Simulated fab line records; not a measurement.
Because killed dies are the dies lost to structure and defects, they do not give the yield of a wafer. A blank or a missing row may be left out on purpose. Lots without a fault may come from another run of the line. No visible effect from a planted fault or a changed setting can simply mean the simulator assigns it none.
Code-filled problem report in 8D (eight disciplines) form    flow n5Finfet    the parts of the form that need people (team, actions taken, sign-off) are left out

== 1. THE ISSUE ==
At N5_GATE_CUT_ETCH_58, biasW averages 16.47 W over 9 wafers from 3 lots, while fault-free wafers read 21.00 W, standard deviation 0.066. Relative to the usual mean, that is a shift of -69 standard deviations.
The step: etches SiNx in CH3F/O2, target depth 17 nm, time 128.6 s.
The first sign was on wafer L305.2 at day 8 05:19, on rieDiel-03. At this step, 21 wafers from 7 lots have a number in the record. Rule for "out" (also "out of limits"): further than 4 standard deviations from the usual mean. Any other wafer with a number is counted as sound.

== 2. WHAT IT IS AND WHAT IT IS NOT ==
question                     is                      is not
which readings at this step  biasW, rfVppV           drypumpMotorCurrentA, oesProductAu, throttleValvePct
which lots                   L305, L306, L307        L293, L296, L299, L313
which wafers of those lots   all that have a number  -
read on which tools          rieDiel-03              rieDiel-04, rieDiel-06
when                         from day 8 05:19        up to then (9 sound wafers); but 3 sound wafers of L313 came after

== 3. SUSPECTS, AND WHAT RULES EACH OUT ==
Counting: a tool at any process step up to the reading remains a suspect when it ran all the lots that are out and ran no sound lot after the first of those.
- cvdW-01 at N5_HKMG_FIN_W_FILL_22 (material W, target thk 60 nm, time 18.2 s): kept. It processed each lot that is out, first L305 at day 8 03:53, and no sound lot thereafter; up to then, the last sound lot it processed was L299 at day 6 17:16.
- rieDiel-03 at N5_GATE_CUT_ETCH_58 (etches SiNx in CH3F/O2, target depth 17 nm, time 128.6 s): kept. It processed each lot that is out, first L305 at day 8 05:19, and no sound lot thereafter; up to then, the last sound lot it processed was L296 at day 6 00:19. Out on those wafers are its own readings of biasW, rfVppV.
What counting leaves: cvdW-01 at N5_HKMG_FIN_W_FILL_22 and rieDiel-03 at N5_GATE_CUT_ETCH_58.

== 4. THE CAUSE (what the simulator had put in) ==
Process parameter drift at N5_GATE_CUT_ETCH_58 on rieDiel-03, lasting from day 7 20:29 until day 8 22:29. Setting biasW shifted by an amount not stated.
After counting, 2 suspects remain, this tool included.

== 5. SEQUENCE OF EFFECTS, ordered by route ==
Rows list readings where the struck wafers' mean (over those with a number) sits beyond 3 standard deviations from the usual. Only readings whose record carries a usual standard deviation are examined. hours: median over the lots of the time between each lot's start at the first step of this table that gives one and its start at this step. sigmas: the change, counted in usual standard deviations.
hours  step                 reading  usual    on struck wafers  change  sigmas
0      N5_GATE_CUT_ETCH_58  biasW    21.00 W  16.47             -4.53   -69
0      N5_GATE_CUT_ETCH_58  rfVppV   99.2 V   85.6              -13.6   -15
Its process steps:
- N5_GATE_CUT_ETCH_58: etches SiNx in CH3F/O2, target depth 17 nm, time 128.6 s.
Later steps that measure or inspect, where all struck wafers having a row at the step show a number for every such reading and not one has moved that far: N5_BEOL_M4_RC_MEAS_101.

== 6. WHAT WOULD HAVE CAUGHT IT SOONER ==
First out-of-limits reading in this record: day 8 05:19, which is 9 hours after fault onset at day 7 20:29.
